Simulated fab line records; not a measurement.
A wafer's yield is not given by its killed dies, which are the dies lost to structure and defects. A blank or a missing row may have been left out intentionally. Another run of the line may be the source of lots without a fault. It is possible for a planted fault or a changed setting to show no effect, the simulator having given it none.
Matching of chambers | flow nand-harc | NHARC_P_M1_STRIP_18 on rie-diel-05 has 4 sister chambers
The step strips in N2/H2. 8 wafers are shown with their chamber, then 9 later ones without.

## WAFERS PAIRED WITH THEIR CHAMBERS
wafer  | chamber | drypump-motor-current-A (A) | rf-vpp-V (V)
L085.3 | 2       | 5.7                         | 91.4
L085.6 | 3       | 5.6                         | 89.9
L089.1 | 1       | 5.9                         | 90.7
L089.3 | 3       | 5.6                         | 89.9
L089.4 | 0       | 5.5                         | 90.7
L091.4 | 0       | 5.4                         | 90.6
L091.5 | 1       | 6.0                         | 90.3
L091.6 | 2       | 5.7                         | 90.3

## WAFERS MISSING THEIR CHAMBER
wafer  | drypump-motor-current-A (A) | rf-vpp-V (V)
L093.1 | 5.7                         | 90.4
L093.3 | 6.0                         | 90.3
L093.4 | 5.6                         | 90.5
L097.1 | 5.6                         | 91.2
L097.3 | 5.9                         | 90.0
L097.6 | 5.5                         | 90.8
L096.1 | 5.9                         | 91.1
L096.2 | 5.6                         | 91.1
L096.4 | 5.5                         | 90.7

## WHICH CHAMBER EACH WENT THROUGH
wafer  | from the rows above          | in truth
L093.1 | can't be placed: 2 or 3      | 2
L093.3 | 1                            | 1
L093.4 | can't be placed: 3 or 2 or 0 | 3
L097.1 | can't be placed: 2 or 3 or 0 | 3
L097.3 | 1                            | 1
L097.6 | can't be placed: 0 or 3      | 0
L096.1 | 1                            | 1
L096.2 | can't be placed: 2 or 3 or 0 | 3
L096.4 | can't be placed: 0 or 3      | 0
Correctly placed: 3 of 9. Cannot be placed on the basis of these rows: 6; the candidates contain the true chamber in 6. 0 placed wrongly.
How it was worked out, from the rows above alone: a wafer's distance from a chamber is the root of the sum, over the readings, of the square of ((its reading less the chamber's mean) divided by the reading's scatter). If the next closest chamber is less than 2 further off than the closest, the wafer can't be placed; otherwise it belongs to the closest. A chamber's mean is the mean of its shown wafers. The scatter: take each reading less its chamber's mean, square it, sum over the shown wafers, divide by the number of wafers less the number of chambers, and take the root.
